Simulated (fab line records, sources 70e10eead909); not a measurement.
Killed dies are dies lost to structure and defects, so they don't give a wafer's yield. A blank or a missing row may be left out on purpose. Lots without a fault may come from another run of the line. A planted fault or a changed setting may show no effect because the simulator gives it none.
Chamber matching | flow nand_harc | NHARC_P_STI_ETCH_42 on rie_diel-08: 4 sister chambers
The step etches the open film in N2/H2, target depth 80 nm, overetch 24 nm, time 61 s. 16 wafers are shown with their chamber, then 8 later ones without.

WAFERS WITH THEIR CHAMBER
wafer  | chamber | showerhead_plenum_p_Torr (Torr) | drypump_motor_current_A (A) | rf_vpp_V (V)
L075.3 | 1       | 1.98                            | 5.4                         | 429.3
L075.4 | 3       | 1.99                            | 6.5                         | 428.9
L075.6 | 0       | 2.11                            | 5.7                         | 431.9
L078.2 | 1       | 1.98                            | 5.3                         | 430.1
L078.4 | 2       | 2.05                            | 5.6                         | 429.9
L078.6 | 3       | 1.99                            | 6.5                         | 430.3
L084.2 | 0       | 2.10                            | 5.7                         | 433.8
L084.3 | 2       | 2.05                            | 5.6                         | 431.3
L084.5 | 1       | 1.98                            | 5.4                         | 430.4
L085.4 | 2       | 2.05                            | 5.6                         | 432.2
L085.5 | 0       | 2.10                            | 5.7                         | 431.1
L085.6 | 1       | 1.98                            | 5.3                         | 428.7
L088.1 | 0       | 2.10                            | 5.7                         | 432.1
L088.5 | 3       | 1.99                            | 6.5                         | 429.5
L088.6 | 0       | 2.10                            | 5.7                         | 432.1
L091.1 | 0       | 2.10                            | 5.7                         | 432.6

SIGNATURES (means of the wafers above)
reading                  | chamber 0 | chamber 1 | chamber 2 | chamber 3 | scatter within a chamber
showerhead_plenum_p_Torr | 2.1017    | 1.9800    | 2.0500    | 1.9900    | 0.00264
drypump_motor_current_A  | 5.700     | 5.350     | 5.600     | 6.500     | 0.0289
rf_vpp_V                 | 432.267   | 429.625   | 431.133   | 429.567   | 0.889
Rule: a wafer's distance from a chamber is the root of the sum, over the readings, of the square of ((its reading less the chamber's mean) divided by the reading's scatter). The wafer belongs to the nearest chamber; if the next one is less than 2 further off, it can't be placed. The scatter: the root of (the sum of the squares of (reading less its chamber's mean) over the shown wafers, divided by (wafers less chambers)).

WAFERS WITHOUT THEIR CHAMBER
wafer  | showerhead_plenum_p_Torr (Torr) | drypump_motor_current_A (A) | rf_vpp_V (V)
L091.2 | 1.99                            | 6.5                         | 429.6
L091.5 | 1.98                            | 5.3                         | 429.9
L093.1 | 2.10                            | 5.7                         | 432.7
L093.3 | 1.99                            | 6.5                         | 429.6
L093.5 | 1.98                            | 5.3                         | 426.8
L097.2 | 2.05                            | 5.6                         | 429.5
L097.3 | 2.10                            | 5.7                         | 430.7
L097.6 | 1.99                            | 6.5                         | 429.5

WHICH CHAMBER EACH WENT THROUGH
wafer  | from the rows above | in truth
L091.2 | 3                   | 3
L091.5 | 1                   | 1
L093.1 | 0                   | 0
L093.3 | 3                   | 3
L093.5 | 1                   | 1
L097.2 | 2                   | 2
L097.3 | 0                   | 0
L097.6 | 3                   | 3
Placed correctly: 8 of 8. Can't be placed from these rows: 0. Placed wrongly: 0.
